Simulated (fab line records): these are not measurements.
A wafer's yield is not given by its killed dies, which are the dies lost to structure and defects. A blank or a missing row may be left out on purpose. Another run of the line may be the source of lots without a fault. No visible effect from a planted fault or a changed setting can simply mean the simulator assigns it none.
A lot that was struck, set against a sound lot ; flow n5-finfet ; 28 out of 1938 route steps
Sound: wafers L503.3, L503.5, L503.6. Struck: wafers L517.1, L517.5 (left out: L517.4, a lot-mate that was not struck); the cause follows at the end.
Each step with rows lists, per side, the tool, then ch with its chambers, then its first start. Under that, the readings that differ: sound wafers ; struck wafers ; difference of the means ; sigmas: that difference in standard deviations of wafers without a fault.
alike: readings whose means differ by less than 2 such deviations, and words and numbers that are the same on both sides. not compared: withheld readings, readings that some wafer has no value for, bounds like >300 that may hide the same value, and numbers for which the record gives no deviation and whose values overlap.
The two part at a step that has a row with sigmas, a row that says differs or no value, or rows on one side only. Numbers that don't overlap but have no deviation are shown without sigmas and don't part them. A reading missing from all wafers of one side parts the sides only when that side holds two or more wafers.

first, 8 steps without rows for these wafers: N5_MIM_TOP_LITHO_HMDS_01 (time 60 s); N5_MIM_TOP_LITHO_COAT_02; N5_MIM_TOP_LITHO_EBR_04; N5_MIM_TOP_LITHO_SOFTBAKE_03 (time 90 s); N5_MIM_TOP_LITHO_EXPOSE_05 (exposes mask MIM TOP, target cd 2000 nm); N5_MIM_TOP_LITHO_PEB_06; N5_MIM_TOP_LITHO_DEVELOP_07 (develop time 60 s); N5_MIM_TOP_LITHO_HARDBAKE_09 (time 120 s).
N5_MIM_TOP_LITHO_CD_MEAS_08: target cd 2000 nm.
  sound on cd-sem-02 ch 0, day 13 01:41; struck on cd-sem-02 ch 0, day 18 00:31
  alike: cd-nm
N5_MIM_TOP_LITHO_OVL_MEAS_11:
  sound on overlay-01 ch 0, day 13 01:43; struck on overlay-02 ch 0, day 18 00:33
  alike: MIM_TOP_OVL
N5_MIM_TOP_LITHO_INSPECT_12: inspects for defects (macro).
  sound: defect-inspect-01 at day 13 01:44; struck: defect-inspect-02 at day 18 00:35
  alike: raw-defect-count
N5_MIM_TOP_LITHO_DESCUM_10: chemistry O2, time 7.9 s.
  sound on rie-diel-04 ch 0,1,3, day 13 01:46; struck on rie-diel-01 ch 0,2, day 18 00:45
  alike: drypump-motor-current-A, oes-product-au, rf-vpp-V, showerhead-plenum-p-Torr, throttle-valve-pct
  not compared: rf-hours-counter-h
N5_MIM_TOP_ETCH_ETCH_00: etches TiN in Cl2/BCl3, target depth 38.5 nm.
  sound on rie-metal-03 ch 0,1, day 13 01:54; struck on rie-metal-02 ch 1, day 18 00:50
reading;sound;struck;difference;sigmas
oes-product-au (a.u.);0.91 0.88 0.92;0.72 0.73;-0.18;-2
  alike: drypump-motor-current-A, throttle-valve-pct
  not compared: rf-hours-counter-h
N5_MIM_TOP_ETCH_STRIP_01: strips in O2.
  sound on rie-diel-02 ch 0,1,2, day 13 02:00; struck on rie-diel-06 ch 0, day 18 01:03
  alike: drypump-motor-current-A, oes-product-au, rf-vpp-V, showerhead-plenum-p-Torr, throttle-valve-pct
  not compared: rf-hours-counter-h
N5_MIM_TOP_ETCH_PECVD_03: deposits SiNx from SiH4/NH3/N2, target thk 20 nm, time 17.6 s.
  sound on pecvd-02 ch 0,1,2, day 13 02:04; struck on pecvd-02 ch 0,2, day 18 01:07
  alike: heater-power-w, showerhead-plenum-p-Torr, throttle-valve-pct
then, 8 steps without rows for these wafers: N5_MIM_BOT_LITHO_HMDS_01 (time 60 s); N5_MIM_BOT_LITHO_COAT_02; N5_MIM_BOT_LITHO_EBR_04; N5_MIM_BOT_LITHO_SOFTBAKE_03 (time 90 s); N5_MIM_BOT_LITHO_EXPOSE_05 (exposes mask MIM BOT); N5_MIM_BOT_LITHO_PEB_06; N5_MIM_BOT_LITHO_DEVELOP_07 (develop time 60 s); N5_MIM_BOT_LITHO_HARDBAKE_09 (time 120 s).
N5_MIM_BOT_LITHO_CD_MEAS_08: target cd 3000 nm.
  sound on cd-sem-03 ch 0, day 13 02:25; struck on cd-sem-02 ch 0, day 18 01:30
reading;sound;struck;difference;sigmas
cd-nm (nm);2995.8 2996.4 2995.2;2998.5 2999.8;+3.3;+2
N5_MIM_BOT_LITHO_OVL_MEAS_11:
  sound on overlay-01 ch 0, day 13 02:27; struck on overlay-01 ch 0, day 18 01:32
  alike: MIM_BOT_OVL
N5_MIM_BOT_LITHO_INSPECT_12: inspects for defects (macro).
  sound: defect-inspect-02 at day 13 02:29; struck: defect-inspect-02 at day 18 01:34
reading;sound;struck;difference;sigmas
raw-defect-count;2 2 1;>300 >300;differs;
N5_MIM_BOT_LITHO_DESCUM_10: chemistry O2, time 7.9 s.
  sound on rie-diel-05 ch 0,1,2, day 13 02:31; struck on rie-diel-01 ch 0,2, day 18 01:35
  alike: drypump-motor-current-A, oes-product-au, rf-vpp-V, showerhead-plenum-p-Torr, throttle-valve-pct
  not compared: rf-hours-counter-h
N5_PASSIVATION_PROBE_49:
  the record has rows for the struck wafers here (prober-01, day 18 11:17) and none for the sound ones

## WHERE THEY PART
First at N5_MIM_TOP_ETCH_ETCH_00; last, within this record, at N5_PASSIVATION_PROBE_49.

WHY: what had been put in by the simulator
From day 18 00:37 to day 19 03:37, rie-metal-02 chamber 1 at N5_MIM_TOP_ETCH_ETCH_00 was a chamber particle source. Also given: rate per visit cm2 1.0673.
